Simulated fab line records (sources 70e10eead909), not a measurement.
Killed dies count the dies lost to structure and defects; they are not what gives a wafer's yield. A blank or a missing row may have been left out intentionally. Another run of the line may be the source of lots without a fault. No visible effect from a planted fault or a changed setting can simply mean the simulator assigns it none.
Which tool did it? -- flow nandHarc -- 45 wafers from 15 lots sampled at 2 of the route's 1302 steps

## WHAT THE GAUGES SHOWED, per wafer
NHARC_P_ZERO_WELL_INSPECT_43.
lot,measured,on,rawDefectCount
L157,day 2 03:43,defectInspect-01,10 11 5
L158,day 2 14:05,defectInspect-01,16 14 7
L159,day 2 23:44,defectInspect-02,9 14 9
L160,day 3 09:35,defectInspect-01,12 15 20
L161,day 3 19:34,defectInspect-02,16 10 11
L162,day 4 05:35,defectInspect-02,19 13 8
L171,day 7 23:26,defectInspect-01,11 15 28
L172,day 8 09:35,defectInspect-02,9 16 25
L173,day 8 19:27,defectInspect-01,9 10 9
L175,day 9 15:50,defectInspect-02,21 3 23
L176,day 10 01:32,defectInspect-02,31 17 14
L177,day 10 11:32,defectInspect-02,18 7 10
L178,day 10 21:29,defectInspect-01,13 12 16
L179,day 11 07:34,defectInspect-01,6 6 12
L180,day 11 17:27,defectInspect-01,9 4 8

## EACH LOT AND THE TOOL THAT RAN IT (in order: tool; ch and the chambers of the sampled wafers; start)
lot,NHARC_P_ZERO_WELL_DESCUM_39
L157,"rieDiel-12 ch 1,2,3, day 2 00:17"
L158,"rieDiel-13 ch 1,2, day 2 10:32"
L159,"rieDiel-13 ch 1,2,3, day 2 20:23"
L160,"rieDiel-03 ch 2,3, day 3 06:16"
L161,"rieDiel-13 ch 1,2,3, day 3 16:11"
L162,"rieDiel-12 ch 2,3, day 4 02:17"
L171,"rieDiel-03 ch 0,1,2, day 7 20:08"
L172,"rieDiel-13 ch 0,1, day 8 06:17"
L173,"rieDiel-12 ch 1,2,3, day 8 16:11"
L175,"rieDiel-03 ch 0,1, day 9 12:40"
L176,"rieDiel-12 ch 2,3, day 9 22:14"
L177,"rieDiel-13 ch 0,2,3, day 10 08:15"
L178,"rieDiel-13 ch 0,1,3, day 10 18:13"
L179,"rieDiel-12 ch 0,1,3, day 11 04:20"
L180,"rieDiel-13 ch 0,3, day 11 14:11"
- NHARC_P_ZERO_WELL_DESCUM_39: chemistry O2, time 3 s.

## WHAT THE TOOLS THEMSELVES READ (means of the sampled wafers that have a number; where no wafer has one, the mark that the record gives instead)
NHARC_P_ZERO_WELL_DESCUM_39.
lot,tool,drypumpMotorCurrentA (A),oesProductAu (a.u.),rfVppV (V),showerheadPlenumPTorr (Torr),throttleValvePct (%)
L157,rieDiel-12,5.8,1.000,57.4,1.93,11.303
L158,rieDiel-13,6.2,0.999,57.7,1.88,11.311
L159,rieDiel-13,5.8,1.001,57.5,1.86,11.315
L160,rieDiel-03,5.6,1.007,56.5,1.80,11.310
L161,rieDiel-13,5.8,1.002,58.0,1.86,11.305
L162,rieDiel-12,5.9,0.992,58.5,1.97,11.315
L171,rieDiel-03,5.6,1.012,57.5,1.90,11.313
L172,rieDiel-13,5.5,0.990,56.6,1.80,11.299
L173,rieDiel-12,5.8,1.000,58.1,1.91,11.312
L175,rieDiel-03,5.4,1.009,57.3,1.91,11.311
L176,rieDiel-12,6.0,0.990,58.5,1.97,11.307
L177,rieDiel-13,5.8,0.993,58.1,1.83,11.308
L178,rieDiel-13,5.5,1.001,57.6,1.81,11.309
L179,rieDiel-12,5.6,0.993,56.9,1.85,11.310
L180,rieDiel-13,5.5,0.991,57.7,1.81,11.313

## THE ANSWER, worked out from the rows above alone
Rule: the usual values come from the lots themselves. The widest of any qualifying gaps counts: lots, ordered by their means at a reading, are off when they make up no more than a third of the lots, leave a main group of 4 or more, and stand apart from it by 3 or more times the standard deviation of that group's means. A main group is skipped when, at the precision printed for the reading in the tables above, its means are all equal. Also off: a lot with no number at a reading for which 4 or more lots have one. All remaining lots with rows at the step are treated as sound. After the gauges, taken in route order, come the tools' own readings; for these a lot's mean is taken, as printed above. At the first step where some lot is off, the reading lying furthest off is the one used; lots without a number count as furthest.
No lot is off on any of the readings shown, so nothing can be concluded from this.

## WHAT HAD BEEN PUT IN BY THE SIMULATOR
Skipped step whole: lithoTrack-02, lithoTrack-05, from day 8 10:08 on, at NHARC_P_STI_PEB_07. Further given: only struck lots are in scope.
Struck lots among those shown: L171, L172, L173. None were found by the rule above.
